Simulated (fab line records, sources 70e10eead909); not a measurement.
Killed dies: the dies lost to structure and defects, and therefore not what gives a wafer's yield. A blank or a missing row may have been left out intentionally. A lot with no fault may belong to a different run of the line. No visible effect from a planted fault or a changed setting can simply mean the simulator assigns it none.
Matching of chambers | flow nand harc | cmp-03 running NHARC_P_CONTACT_CMP_24: 4 sister chambers
The step polishes, t overpolish 30 s, target thk 200 nm. 16 wafers are shown with their chamber, then 8 later ones without.

== WAFERS PAIRED WITH THEIR CHAMBERS ==
wafer  | chamber | motor current A (A) | time to endpoint s (s) | overpolish run s (s)
L399.1 | 1       | 10.8                | 41                     | 29.987
L399.2 | 0       | 12.8                | 42                     | 29.985
L399.5 | 2       | 10.2                | 38                     | 30.002
L400.1 | 3       | 12.2                | 40                     | 30.003
L400.3 | 0       | 12.9                | 37                     | 29.994
L400.5 | 0       | 12.7                | 37                     | 30.002
L402.1 | 3       | 11.2                | 43                     | 29.990
L402.2 | 1       | 10.5                | 43                     | 29.998
L402.4 | 2       | 9.3                 | 38                     | 29.986
L406.2 | 1       | 10.5                | 40                     | 30.015
L406.5 | 3       | 11.7                | 39                     | 30.000
L406.6 | 2       | 9.2                 | 35                     | 30.005
L416.1 | 0       | 12.4                | 42                     | 30.018
L416.3 | 3       | 12.2                | 42                     | 30.002
L416.4 | 1       | 10.5                | 44                     | 29.998
L418.3 | 1       | 10.7                | 42                     | 30.002

SIGNATURES (averages over the wafers above)
reading            | chamber 0 | chamber 1 | chamber 2 | chamber 3 | scatter within a chamber
motor current A    | 12.700    | 10.600    | 9.567     | 11.825    | 0.355
time to endpoint s | 39.50     | 42.00     | 37.00     | 41.00     | 2.06
overpolish run s   | 29.99975  | 30.00000  | 29.99767  | 29.99875  | 0.0104
Rule: a wafer's distance from a chamber is the root of the sum, over the readings, of the square of ((its reading less the chamber's mean) divided by the reading's scatter). If the next closest chamber is less than 2 further off than the closest, the wafer can't be placed; otherwise it belongs to the closest. The scatter is the square root of a quotient: the sum, over the shown wafers, of each reading's squared deviation from its chamber's mean, divided by wafers minus chambers.

== WAFERS WHOSE CHAMBER IS MISSING ==
wafer  | motor current A (A) | time to endpoint s (s) | overpolish run s (s)
L418.4 | 11.3                | 42                     | 30.001
L418.6 | 13.3                | 36                     | 30.009
L419.2 | 11.1                | 44                     | 29.997
L419.3 | 9.8                 | 38                     | 29.992
L419.6 | 12.7                | 44                     | 30.021
L421.1 | 9.7                 | 42                     | 29.999
L421.3 | 13.0                | 46                     | 30.005
L421.6 | 10.2                | 47                     | 30.012

== THE CHAMBER EACH PASSED THROUGH ==
wafer  | from the rows above     | in truth
L418.4 | can't be placed: 3 or 1 | 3
L418.6 | 0                       | 0
L419.2 | can't be placed: 1 or 3 | 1
L419.3 | 2                       | 2
L419.6 | can't be placed: 0 or 3 | 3
L421.1 | can't be placed: 2 or 1 | 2
L421.3 | can't be placed: 0 or 3 | 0
L421.6 | 1                       | 1
Placed correctly: 3 of 8. From these rows, 5 cannot be placed; in 5 the true chamber is one of the candidates. Placed wrongly: 0.
